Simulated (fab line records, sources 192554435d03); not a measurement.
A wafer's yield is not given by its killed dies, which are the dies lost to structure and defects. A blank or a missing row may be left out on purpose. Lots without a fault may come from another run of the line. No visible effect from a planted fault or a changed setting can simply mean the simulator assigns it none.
Which tool is to blame? | flow n5 finfet | 36 wafers from 12 lots sampled at 2 of the route's 1938 steps

## WHAT THE GAUGES READ, wafer by wafer
N5_BEOL_M6_OVL_MEAS_12.
lot  | measured     | on         | M6_OVL (nm)
L074 | day 8 14:10  | overlay-01 | 1.2 -0.4 0.3
L077 | day 9 08:49  | overlay-01 | 0.4 0.5 0.3
L079 | day 9 20:28  | overlay-02 | 1.1 -0.2 0.3
L081 | day 10 10:50 | overlay-02 | -0.1 0.2 -0.2
L083 | day 10 20:08 | overlay-02 | -0.6 -0.1 0.0
L085 | day 11 03:21 | overlay-01 | -0.7 0.0 0.2
L086 | day 12 07:16 | overlay-01 | -0.2 -0.9 -0.6
L089 | day 13 03:26 | overlay-02 | -0.6 -0.7 -0.7
L093 | day 13 08:00 | overlay-02 | -0.5 0.1 -0.6
L092 | day 13 15:49 | overlay-02 | -0.6 0.2 1.4
L094 | day 14 12:21 | overlay-02 | -0.2 1.0 0.1
L096 | day 14 23:49 | overlay-01 | 0.5 0.2 -0.8

## TOOL THAT RAN EACH LOT (tool first, then ch and the chambers of the sampled wafers, then the start)
lot  | N5_BEOL_M5_ANNEAL_82
L074 | pvd sputter-03, day 8 08:19
L077 | pvd sputter-01, day 9 01:10
L079 | pvd sputter-02, day 9 11:55
L081 | pvd sputter-01, day 10 03:28
L083 | pvd sputter-01, day 10 13:47
L085 | pvd sputter-03, day 10 21:08
L086 | pvd sputter-03, day 11 23:41
L089 | pvd sputter-01, day 12 19:11
L093 | pvd sputter-01, day 13 01:35
L092 | pvd sputter-03, day 13 09:28
L094 | pvd sputter-03, day 14 04:26
L096 | pvd sputter-02, day 14 17:54
- N5_BEOL_M5_ANNEAL_82: time 1800 s.

## THE ANSWER, worked out from the rows above alone
Rule: what is usual is taken from the lots themselves. The widest of any qualifying gaps counts: lots, ordered by their means at a reading, are off when they make up no more than a third of the lots, leave a main group of 4 or more, and stand apart from it by 3 or more times the standard deviation of that group's means. A main group whose means are all the same, to the digits that the tables above print for the reading, isn't used. Also off: a lot with no number at a reading for which 4 or more lots have one. The other lots that the step has rows for count as sound.
No lot is off at any reading shown: from this, nothing can be told.

## WHAT THE SIMULATOR HAD PUT IN
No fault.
